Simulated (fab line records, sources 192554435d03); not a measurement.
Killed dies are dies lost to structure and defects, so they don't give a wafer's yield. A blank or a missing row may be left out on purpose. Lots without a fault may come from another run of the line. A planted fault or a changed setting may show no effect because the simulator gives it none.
fab line records | flow n5_finfet
record lots=7 wafers=21
route steps=1938 shown ZERO_LAYER@9 FIN_SAQP@94 SD_EPI_N@278
start_h: hours from the record's first day to the start of the lot's first wafer shown | wait_h: hours since the lot's step before | " the same as in the row above | L1.1+2: a row that stands for several wafers | - no value, or no start given | * or withheld: withheld | < > ~ a bound
route shown NAME@n: a module of which the file shows steps, and the number in the route of the first | usual: mean/standard deviation of fault-free wafers | same: alike in all rows | chamber/n: place in a boat | sites: the reading at each site | _std_site: their standard deviation | _edge_site: outer sites' mean less inner sites' | radius_mm: how far each site lies from the wafer's centre | mask NAME#n: copy n | behind: the tool/chamber that last shaped the wafer | hold: why the lot was held/for how many hours/how that ended | device: the transistor (n, p or np) that didn't switch | end of line: the same wafers' tests at the end of the route | a step without rows: its recipe alone | killed: dies lost to structure and defects at the first sort, not the wafer's yield | map: a wafer's dies, x killed, . not, _ none there
set.NAME: the setting as run; set.NAME@STEP: as run at that earlier step | model.NAME: the simulator's own value behind a step, which no gauge read
lots whose settings were changed on purpose; a table a step, a row a wafer
## steps
# step N5_ZERO_LAYER_EXPOSE_08
# recipe mask_id=ZERO na=0.55 source_shape=conventional sigma_outer=0.8 polarization=unpolarized defocus_nm=0 target_cd_nm=2000 dose_mj=16.2
# columns lot.wafer tool chamber start_h wait_h mask set.dose_mj
L075.1+5 krf_scanner-02 0 18.46 - ZERO#0 15.36
L075.4 " 0 " " ZERO#0 16.2
L077.2+3 krf_scanner-02 0 30.47 - ZERO#0 16.2
L077.5 " 0 " " ZERO#0 15
L078.2+4+5 krf_scanner-02 0 36.47 - ZERO#0 16.2
L083.2+4 krf_scanner-02 0 67.31 - ZERO#0 16.2
L083.6 " 0 " " ZERO#0 15.5
L088.1+4 krf_scanner-01 0 96.46 - ZERO#0 16.2
L088.5 " 0 " " ZERO#0 15.79
L090.3+5+6 krf_scanner-01 0 108.61 - ZERO#0 16.2
L092.1 krf_scanner-01 0 120.47 - ZERO#0 16.2
L092.2+5 " 0 " " ZERO#0 15.24
# step N5_ZERO_LAYER_PEB_09
# recipe peb_temp_c=withheld peb_time_s=*
# columns lot.wafer tool chamber start_h wait_h set.peb_time_s
L075.1+4 litho_track-02 0 18.52 0.1 *
L075.5 " 0 " " *
L077.2+5 litho_track-03 0 30.52 0.0 *
L077.3 " 0 " " *
L078.2+4+5 litho_track-03 0 36.53 0.0 *
L083.2 litho_track-02 0 67.36 0.0 *
L083.4+6 " 0 " " *
L088.1 litho_track-04 0 96.52 0.1 *
L088.4+5 " 0 " " *
L090.3+6 litho_track-03 0 108.65 0.0 *
L090.5 " 0 " " *
L092.1+2 litho_track-04 0 120.52 0.1 *
L092.5 " 0 " " *
# step N5_ZERO_LAYER_DEVELOP_10
# recipe develop_time_s=60 rinse_liquid=diw dry=air_spin dev_temp_c=21
# step N5_ZERO_LAYER_HARDBAKE_23
# recipe temp_c=130 time_s=120
# step N5_ZERO_LAYER_CD_MEAS_11
# recipe target_cd_nm=2000 landing_energy_ev=500 detector=se_inlens
# usual cd_nm=2000.2/1.5
# columns lot.wafer tool chamber start_h wait_h set.dose_mj@ZERO_LAYER_EXPOSE_08 set.peb_time_s@ZERO_LAYER_PEB_09 cd_nm
L075.1 cd_sem-01 0 18.64 - 15.36 * 1996.1
L075.4 " 0 " " 16.2 * 2006.5
L075.5 " 0 " " 15.36 * 1990.5
L077.2 cd_sem-01 0 30.64 - 16.2 * 2001.0
L077.3 " 0 " " 16.2 * 2006.2
L077.5 " 0 " " 15 * 1985.5
L078.2 cd_sem-01 0 36.65 - 16.2 * 2001.0
L078.4 " 0 " " 16.2 * 2000.6
L078.5 " 0 " " 16.2 * 2001.1
L083.2 cd_sem-01 0 67.48 - 16.2 * 1995.5
L083.4 " 0 " " 16.2 * 2001.2
L083.6 " 0 " " 15.5 * 1993.6
L088.1 cd_sem-03 0 96.64 - 16.2 * 2002.3
L088.4 " 0 " " 16.2 * 1998.7
L088.5 " 0 " " 15.79 * 1995.7
L090.3 cd_sem-01 0 108.77 - 16.2 * 1995.0
L090.5 " 0 " " 16.2 * 1999.3
L090.6 " 0 " " 16.2 * 1993.4
L092.1 cd_sem-01 0 120.64 - 16.2 * 2000.4
L092.2 " 0 " " 15.24 * 1987.0
L092.5 " 0 " " 15.24 * 1990.9
# step N5_ZERO_LAYER_DESCUM_16
# recipe chemistry=O2 time_s=7.9 source_power_w=50 bias_power_w=20 pressure_mtorr=20 rf_frequency_hz=2.712e+07 temp_c=40 o2_flow_sccm=225
# columns lot.wafer tool chamber start_h wait_h set.dose_mj@ZERO_LAYER_EXPOSE_08 set.peb_time_s@ZERO_LAYER_PEB_09 model.ZERO_LAYER.cd_nm
L075.1 rie_diel-04 0 18.92 0.3 15.36 * 1996
L075.4 " 2 " " 16.2 * 2007
L075.5 " 3 " " 15.36 * 1990
L077.2 rie_diel-05 3 30.68 0.0 16.2 * 2001
L077.3 " 1 " " 16.2 * 2006
L077.5 " 2 " " 15 * 1986
L078.2+4+5 rie_diel-05 2,3,2 36.69 0.0 16.2 * 2001
L083.2 rie_diel-05 2 67.64 0.2 16.2 * 1995
L083.4 " 1 " " 16.2 * 2001
L083.6 " 1 " " 15.5 * 1993
L088.1 rie_diel-05 3 96.68 0.0 16.2 * 2003
L088.4 " 0 " " 16.2 * 1998
L088.5 " 1 " " 15.79 * 1996
L090.3 rie_diel-03 0 108.81 0.0 16.2 * 1995
L090.5 " 1 " " 16.2 * 1999
L090.6 " 0 " " 16.2 * 1994
L092.1 rie_diel-03 1 120.73 0.1 16.2 * 2000
L092.2 " 3 " " 15.24 * -
L092.5 " 1 " " 15.24 * -
# step N5_ZERO_LAYER_ETCH_17
# recipe chemistry=CF4 target=SiO2 target_depth_a=120 time_s=13.3 ion_energy_ev=350 pressure_mtorr=40 source_w=450 bias_w=215 Ar_flow_sccm=100 cf4_flow_sccm=100
# columns lot.wafer tool chamber start_h wait_h set.dose_mj@ZERO_LAYER_EXPOSE_08 set.peb_time_s@ZERO_LAYER_PEB_09 model.ZERO_LAYER.cd_nm
L075.1 rie_diel-04 0 18.96 0.0 15.36 * 1996
L075.4 " 2 " " 16.2 * 2007
L075.5 " 3 " " 15.36 * 1990
L077.2 rie_diel-05 3 30.72 0.0 16.2 * 2001
L077.3 " 1 " " 16.2 * 2006
L077.5 " 2 " " 15 * 1986
L078.2+4+5 rie_diel-05 2,3,2 36.72 0.0 16.2 * 2001
L083.2 rie_diel-05 2 67.68 0.0 16.2 * 1995
L083.4 " 1 " " 16.2 * 2001
L083.6 " 1 " " 15.5 * 1993
L088.1 rie_diel-05 3 96.71 0.0 16.2 * 2003
L088.4 " 0 " " 16.2 * 1998
L088.5 " 1 " " 15.79 * 1996
L090.3 rie_diel-03 0 108.84 0.0 16.2 * 1995
L090.5 " 1 " " 16.2 * 1999
L090.6 " 0 " " 16.2 * 1994
L092.1 rie_diel-03 1 120.76 0.0 16.2 * 2000
L092.2 " 3 " " 15.24 * 1987
L092.5 " 1 " " 15.24 * 1991
# step N5_ZERO_LAYER_ETCH_18
# recipe chemistry=HBr/Cl2 target=Si target_depth_a=1200 time_s=40 pressure_mtorr=10 icp_w=800 bias_w=75 HBr_flow_sccm=150 Cl2_flow_sccm=80
# columns lot.wafer tool chamber start_h wait_h set.dose_mj@ZERO_LAYER_EXPOSE_08 set.peb_time_s@ZERO_LAYER_PEB_09 model.ZERO_LAYER.cd_nm
L075.1 rie_si-01 3 19.03 0.0 15.36 * 1996
L075.4 " 0 " " 16.2 * 2007
L075.5 " 0 " " 15.36 * 1990
L077.2 rie_si-06 1 30.79 0.0 16.2 * 2001
L077.3 " 2 " " 16.2 * 2006
L077.5 " 0 " " 15 * 1986
L078.2+4+5 rie_si-01 2,3,1 36.79 0.0 16.2 * 2001
L083.2 rie_si-01 2 67.75 0.0 16.2 * 1995
L083.4 " 1 " " 16.2 * 2001
L083.6 " 2 " " 15.5 * 1993
L088.1 rie_si-06 1 96.79 0.0 16.2 * 2003
L088.4 " 3 " " 16.2 * 1998
L088.5 " 0 " " 15.79 * 1996
L090.3 rie_si-01 0 108.92 0.0 16.2 * 1995
L090.5 " 1 " " 16.2 * 1999
L090.6 " 0 " " 16.2 * 1994
L092.1 rie_si-03 2 120.83 0.0 16.2 * 2000
L092.2 " 3 " " 15.24 * 1987
L092.5 " 3 " " 15.24 * 1991
# step N5_FIN_SAQP_ALD_61
# recipe material=SiO2 target_thk_a=40 temp_c=300 ald_precursor_family=BDEAS ald_co_reactant=O2-plasma pulse_time_s=1 purge_time_s=2 co_reactant_purge_time_s=2 ald_cycles=43 pressure_torr=2
# columns lot.wafer tool chamber start_h wait_h set.temp_c model.SiO2_of_FIN_SAQP_ALD_61.thk_nm
L075.1 ald_sin-01 0 26.68 0.1 290 4.149
L075.4 " 2 " " 300 3.993
L075.5 " 3 " " 290 4.163
L077.2 ald_sin-03 1 39.14 0.0 300 3.978
L077.3 " 0 " " 312.1 3.923
L077.5 " 1 " " 312.1 3.92
L078.2 ald_sin-04 0 45.06 0.0 300 4.01
L078.4+5 " 3,1 " " 300 4.004
L083.2 ald_sin-01 1 76.10 0.4 300 4.002
L083.4 " 3 " " 300 4.001
L083.6 " 1 " " 300 4.005
L088.1 ald_sin-03 2 104.57 0.0 300 4.039
L088.4 " 0 " " 300 4.006
L088.5 " 0 " " 300 4.009
L090.3 ald_sin-04 3 117.21 0.2 306.8 3.971
L090.5 " 2 " " 300 3.986
L090.6 " 3 " " 300 4.011
L092.1 ald_sin-03 0 130.97 0.0 300 4.002
L092.2 " 3 " " 288.6 4.174
L092.5 " 2 " " 288.6 4.193
# step N5_FIN_SAQP_HM_DEP_03
# recipe material=SiNx target_thk_a=380 temp_c=400 precursor=SiH4/NH3/N2 pressure_torr=1.5 rf_w=300 time_s=33.6
# columns lot.wafer tool chamber start_h wait_h set.time_s model.SiNx_of_FIN_SAQP_HM_DEP_03.thk_nm
L075.1 pecvd-02 0 27.20 0.2 33.6 37.88
L075.4 " 1 " " 29.9 34.04
L075.5 " 1 " " 33.6 38.5
L077.2 pecvd-03 2 39.61 0.2 37.73 42.57
L077.3 " 1 " " 33.6 38.27
L077.5 " 2 " " 37.73 43.49
L078.2 pecvd-03 0 45.47 0.2 33.6 37.95
L078.4 " 0 " " 33.6 38.5
L078.5 " 1 " " 33.6 38.46
L083.2 pecvd-04 1 76.70 0.2 33.6 37.42
L083.4 " 1 " " 33.6 38.05
L083.6 " 2 " " 33.6 38.07
L088.1 pecvd-02 2 105.22 0.3 29.65 33.24
L088.4 " 2 " " 33.6 38.3
L088.5 " 1 " " 29.65 34.32
L090.3 pecvd-02 0 117.64 0.1 33.6 37.58
L090.5 " 2 " " 33.6 37.38
L090.6 " 0 " " 33.6 38.12
L092.1 pecvd-04 0 131.39 0.2 33.6 37.89
L092.2 " 2 " " 33.6 37.47
L092.5 " 1 " " 33.6 38.39
# step N5_FIN_SAQP_THK_MEAS_05
# usual thk_nm=38.1/0.5
# columns lot.wafer tool chamber start_h wait_h set.time_s@FIN_SAQP_HM_DEP_03 thk_nm
L075.1 film_metro-02 - 27.31 0.1 33.6 37.9
L075.4 " - " " 29.9 34.1
L075.5 " - " " 33.6 38.5
L077.2 film_metro-01 - 39.70 0.1 37.73 42.6
L077.3 " - " " 33.6 38.2
L077.5 " - " " 37.73 43.5
L078.2 film_metro-01 - 45.56 0.1 33.6 37.9
L078.4 " - " " 33.6 38.5
L078.5 " - " " 33.6 38.5
L083.2 film_metro-01 - 76.79 0.1 33.6 37.4
L083.4 " - " " 33.6 38.0
L083.6 " - " " 33.6 38.0
L088.1 film_metro-02 - 105.30 0.1 29.65 33.2
L088.4 " - " " 33.6 38.3
L088.5 " - " " 29.65 34.3
L090.3 film_metro-02 - 117.73 0.1 33.6 37.6
L090.5 " - " " 33.6 37.4
L090.6 " - " " 33.6 38.2
L092.1 film_metro-02 - 131.48 0.1 33.6 37.9
L092.2 " - " " 33.6 37.5
L092.5 " - " " 33.6 38.4
# step N5_FIN_SAQP_ETCH_65
# recipe chemistry=CF4 target=SiO2 target_depth_a=40 ion_energy_ev=350 time_s=4.4 pressure_mtorr=10 icp_w=800 bias_w=400 cf4_flow_sccm=80
# columns lot.wafer tool chamber start_h wait_h set.time_s model.etch.depth_nm
L075.1 rie_si-03 1 30.48 0.1 4.4 3.905
L075.4 " 2 " " 4.4 3.954
L075.5 " 1 " " 4.89 4.387
L077.2 rie_si-01 0 43.63 0.1 4.4 3.985
L077.3 " 3 " " 4.4 3.995
L077.5 " 0 " " 4.4 3.988
L078.2 rie_si-03 2 48.74 0.1 4.4 3.929
L078.4 " 0 " " 4.4 3.954
L078.5 " 3 " " 4.4 3.964
L083.2 rie_si-01 2 79.93 0.1 4.4 3.959
L083.4 " 1 " " 3.819 3.482
L083.6 " 2 " " 4.4 3.957
L088.1+5 rie_si-03 0 108.62 0.1 4.4 4.066
L088.4 " 3 " " 4.4 3.997
L090.3 rie_si-01 2 121.12 0.1 4.771 4.25
L090.5 " 0 " " 4.4 3.981
L090.6 " 3 " " 4.771 4.281
L092.1 rie_si-01 3 134.46 0.1 4.4 3.982
L092.2 " 1 " " 4.663 4.21
L092.5 " 3 " " 4.663 4.203
# step N5_FIN_SAQP_MANDREL_ETCH_58
# recipe chemistry=HBr/Cl2 target=a-Si target_depth_a=450 bt_time_s=10 stop_on=SiNx mask_material=SiO2 over_etch_frac=0.8 time_s=27 pressure_mtorr=10 icp_w=800 bias_w=75 HBr_flow_sccm=150 Cl2_flow_sccm=80 ends=end_point
# columns lot.wafer tool chamber start_h wait_h set.time_s@FIN_SAQP_HM_DEP_03 model.SiNx_of_FIN_SAQP_HM_DEP_03.thk_nm
L075.1 rie_si-03 1 30.51 0.0 33.6 37.88
L075.4 " 2 " " 29.9 34.04
L075.5 " 1 " " 33.6 38.5
L077.2 rie_si-01 0 43.66 0.0 37.73 42.6
L077.3 " 3 " " 33.6 38.2
L077.5 " 0 " " 37.73 43.4
L078.2 rie_si-03 2 48.78 0.0 33.6 37.95
L078.4 " 0 " " 33.6 38.4
L078.5 " 3 " " 33.6 38.46
L083.2 rie_si-01 2 79.96 0.0 33.6 37.42
L083.4 " 1 " " 33.6 38.05
L083.6 " 2 " " 33.6 38.07
L088.1 rie_si-03 0 108.66 0.0 29.65 33.2
L088.4 " 3 " " 33.6 38.3
L088.5 " 0 " " 29.65 34.2
L090.3 rie_si-01 2 121.16 0.0 33.6 37.58
L090.5 " 0 " " 33.6 37.4
L090.6 " 3 " " 33.6 38.2
L092.1 rie_si-01 3 134.49 0.0 33.6 37.8
L092.2 " 1 " " 33.6 37.47
L092.5 " 3 " " 33.6 38.4
# step N5_FIN_SAQP_COAT_68
# recipe resist=SOC temp_c=250 time_s=60 spin_rpm=1500 resist_thk_nm=100
# columns lot.wafer tool chamber start_h wait_h set.spin_rpm model.SOC_of_FIN_SAQP_COAT_68.thk_nm
L075.1 litho_track-02 0 30.97 0.3 1500 100.2
L075.4 " 0 " " 1388 104.4
L075.5 " 0 " " 1388 104.6
L077.2 litho_track-02 0 44.13 0.3 1500 100.8
L077.3 " 0 " " 1500 101
L077.5 " 0 " " 1426 103.6
L078.2 litho_track-03 0 49.25 0.3 1500 100
L078.4 " 0 " " 1500 99.8
L078.5 " 0 " " 1500 100.2
L083.2+6 litho_track-03 0 80.43 0.3 1500 99.8
L083.4 " 0 " " 1500 100
L088.1 litho_track-01 0 109.12 0.3 1500 100.4
L088.4 " 0 " " 1500 100.6
L088.5 " 0 " " 1500 101
L090.3 litho_track-02 0 121.63 0.2 1500 100.4
L090.5 " 0 " " 1500 100
L090.6 " 0 " " 1566 98
L092.1 litho_track-01 0 134.95 0.3 1500 99.8
L092.2 " 0 " " 1500 100
L092.5 " 0 " " 1377 104.2
# step N5_FIN_SAQP_ETCH_69
# recipe chemistry=N2/H2 target=SOC target_depth_a=1500 stop_on=SiNx ion_energy_ev=100 bias_w=61 pressure_mtorr=30 source_w=850 n2_flow_sccm=200 h2_flow_sccm=200
# step N5_FIN_SAQP_ETCH_67
# recipe chemistry=CH3F/O2 target=SiNx target_depth_a=300 mask_material=SOC pressure_mtorr=30 source_w=395 bias_w=73 Ar_flow_sccm=150 CH3F_flow_sccm=30 O2_flow_sccm=20 ion_energy_ev=120
# step N5_FIN_SAQP_MANDREL2_REMOVE_60
# recipe chemistry=HBr/Cl2/O2 bt_time_s=10 target=a-Si stop_on=SiNx endpoint=OES-SiCl over_etch_frac=1 icp_w=600 bias_w=22 HBr_flow_sccm=150 Cl2_flow_sccm=80 O2_flow_sccm=5 pressure_mtorr=10
# step N5_FIN_SAQP_HM_OPEN_33
# recipe chemistry=CH3F/O2 target=SiNx mask_material=SiO2 target_depth_a=494 time_s=70.6 pressure_mtorr=30 source_w=395 bias_w=73 Ar_flow_sccm=150 CH3F_flow_sccm=30 O2_flow_sccm=20 ion_energy_ev=120 ends=cleared
# usual etch_rf_on_time_s=69.0/1.3
# columns lot.wafer tool chamber start_h wait_h set.time_s@FIN_SAQP_HM_DEP_03 etch_rf_on_time_s model.etch.depth_nm
L075.1 rie_diel-02 2 32.35 0.1 33.6 70.3 37.25
L075.4 " 3 " " 29.9 61.1 33.42
L075.5 " 2 " " 33.6 71.3 37.87
L077.2 rie_diel-01 3 45.11 0.1 37.73 77.9 41.91
L077.3 " 1 " " 33.6 69.8 37.63
L077.5 " 3 " " 37.73 79.7 42.83
L078.2 rie_diel-06 2 50.60 0.0 33.6 69.5 37.33
L078.4 " 1 " " 33.6 70.4 37.77
L078.5 " 1 " " 33.6 70.2 37.83
L083.2 rie_diel-06 1 81.74 0.0 33.6 68.8 36.79
L083.4 " 2 " " 33.6 70.1 37.42
L083.6 " 3 " " 33.6 70.1 37.44
L088.1 rie_diel-06 1 110.06 0.0 29.65 60.6 32.51
L088.4 " 3 " " 33.6 70.5 37.68
L088.5 " 3 " " 29.65 62.9 33.59
L090.3 rie_diel-06 0 122.75 0.0 33.6 67.3 36.95
L090.5 " 3 " " 33.6 67.9 36.73
L090.6 " 0 " " 33.6 68.2 37.48
L092.1 rie_diel-02 2 136.29 0.2 33.6 67.9 37.25
L092.2 " 3 " " 33.6 67.4 36.84
L092.5 " 3 " " 33.6 69.0 37.75
# step N5_SD_EPI_N_ETCH_45
# recipe chemistry=CH3F/O2 target=SiOCN target_depth_a=60 mask_material=SOC ion_energy_ev=60 bias_w=29 pressure_mtorr=15 source_w=410 Ar_flow_sccm=150 CH3F_flow_sccm=30 O2_flow_sccm=20
# columns lot.wafer tool chamber start_h wait_h set.target_depth_a model.etch.depth_nm
L075.1 rie_diel-02 1 55.92 0.1 60 5.859
L075.4 " 0 " " 60 6.073
L075.5 " 3 " " 53.86 5.468
L077.2 rie_diel-06 0 70.15 0.1 60 6.198
L077.3 " 2 " " 60 6.005
L077.5 " 2 " " 60 6.026
L078.2 rie_diel-06 0 73.41 0.1 60 6.055
L078.4 " 3 " " 60 5.978
L078.5 " 2 " " 60 5.927
L083.2 rie_diel-01 0 104.91 0.1 60 5.949
L083.4 " 2 " " 60 6.077
L083.6 " 1 " " 60 5.943
L088.1 rie_diel-06 1 134.00 0.1 64.5 6.388
L088.4 " 2 " " 60 6.121
L088.5 " 3 " " 60 5.978
L090.3 rie_diel-06 2 145.57 0.1 60 6.137
L090.5 " 2 " " 60 6.11
L090.6 " 1 " " 60 5.916
L092.1 rie_diel-02 0 158.57 0.1 64.73 6.564
L092.2 " 3 " " 60 6.082
L092.5 " 1 " " 64.73 6.519
# step N5_SD_EPI_N_EPI_21
# recipe material=Si:P dopant=P temp_c=680 pressure_torr=255 time_s=690
# columns lot.wafer tool chamber start_h wait_h set.temp_c model.Si-P_of_SD_EPI_N_EPI_21.thk_nm
L075.1 epi_rpcvd-01 0 57.25 0.2 680 59
L075.4 " 0 58.37 1.2 684.8 64.2
L075.5 " 0 " " 680 58.2
L077.2 epi_rpcvd-01 0 71.87 0.5 680 58.2
L077.3 " 0 " " 680 58
L077.5 " 0 " " 680 58.4
L078.2 epi_rpcvd-02 0 75.51 0.7 680 59.4
L078.4 " 0 " " 680 60.2
L078.5 " 0 " " 680 59.8
L083.2 epi_rpcvd-03 0 106.35 0.4 680 60
L083.4 " 0 " " 680 59
L083.6 " 0 " " 680 59.6
L088.1 epi_rpcvd-03 0 135.18 0.1 680 59.4
L088.4 " 0 " " 680 58.8
L088.5 " 0 " " 680 58.2
L090.3 epi_rpcvd-03 0 147.29 0.7 680 58.6
L090.5 " 0 " " 680 58.4
L090.6 " 0 " " 683.4 62
L092.1 epi_rpcvd-02 0 159.75 0.1 684.2 64.4
L092.2 " 0 " " 684.2 63
L092.5 " 0 " " 680 59
## key
split step=N5_ZERO_LAYER_EXPOSE_08 setting=dose_mj stated=16.2 by=wafer
response step=N5_ZERO_LAYER_CD_MEAS_11 reading=cd_nm change=+2.14 per=1% r=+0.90
response step=N5_ZERO_LAYER_DESCUM_16 reading=model.ZERO_LAYER.cd_nm change=+2.18 per=1% r=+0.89
response step=N5_ZERO_LAYER_ETCH_17 reading=model.ZERO_LAYER.cd_nm change=+2.12 per=1% r=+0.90
response step=N5_ZERO_LAYER_ETCH_18 reading=model.ZERO_LAYER.cd_nm slope=+2.01 per=1% together_with=peb_time_s@ZERO_LAYER_PEB_09 explained=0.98
split step=N5_ZERO_LAYER_PEB_09 setting=peb_time_s stated=* by=wafer
response step=N5_ZERO_LAYER_CD_MEAS_11 reading=cd_nm slope=+0.323 per=1% together_with=dose_mj@ZERO_LAYER_EXPOSE_08 explained=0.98
response step=N5_ZERO_LAYER_DESCUM_16 reading=model.ZERO_LAYER.cd_nm slope=+0.344 per=1% together_with=dose_mj@ZERO_LAYER_EXPOSE_08 explained=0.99
response step=N5_ZERO_LAYER_ETCH_17 reading=model.ZERO_LAYER.cd_nm slope=+0.319 per=1% together_with=dose_mj@ZERO_LAYER_EXPOSE_08 explained=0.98
response step=N5_ZERO_LAYER_ETCH_18 reading=model.ZERO_LAYER.cd_nm slope=+0.319 per=1% together_with=dose_mj@ZERO_LAYER_EXPOSE_08 explained=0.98
split step=N5_FIN_SAQP_ALD_61 setting=temp_c stated=300 by=wafer
response step=N5_FIN_SAQP_ALD_61 reading=model.SiO2_of_FIN_SAQP_ALD_61.thk_nm change=-0.0325 per=1% r=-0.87
split step=N5_FIN_SAQP_HM_DEP_03 setting=time_s stated=33.6 by=wafer
response step=N5_FIN_SAQP_HM_DEP_03 reading=model.SiNx_of_FIN_SAQP_HM_DEP_03.thk_nm change=+0.383 per=1% r=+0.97
response step=N5_FIN_SAQP_THK_MEAS_05 reading=thk_nm change=* per=1% r=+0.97
response step=N5_FIN_SAQP_MANDREL_ETCH_58 reading=model.SiNx_of_FIN_SAQP_HM_DEP_03.thk_nm change=+0.387 per=1% r=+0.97
response step=N5_FIN_SAQP_HM_OPEN_33 reading=etch_rf_on_time_s change=* per=1% r=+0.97
response step=N5_FIN_SAQP_HM_OPEN_33 reading=model.etch.depth_nm change=+0.385 per=1% r=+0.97
split step=N5_FIN_SAQP_ETCH_65 setting=time_s stated=4.4 by=wafer
response step=N5_FIN_SAQP_ETCH_65 reading=model.etch.depth_nm change=+0.0373 per=1% r=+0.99
split step=N5_FIN_SAQP_COAT_68 setting=spin_rpm stated=1500 by=wafer
response step=N5_FIN_SAQP_COAT_68 reading=model.SOC_of_FIN_SAQP_COAT_68.thk_nm change=-0.542 per=1% r=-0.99
split step=N5_SD_EPI_N_ETCH_45 setting=target_depth_a stated=60 by=wafer
response step=N5_SD_EPI_N_ETCH_45 reading=model.etch.depth_nm change=+0.0504 per=1% r=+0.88
split step=N5_SD_EPI_N_EPI_21 setting=temp_c stated=680 by=wafer
response step=N5_SD_EPI_N_EPI_21 reading=model.Si-P_of_SD_EPI_N_EPI_21.thk_nm change=+7.62 per=1% r=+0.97
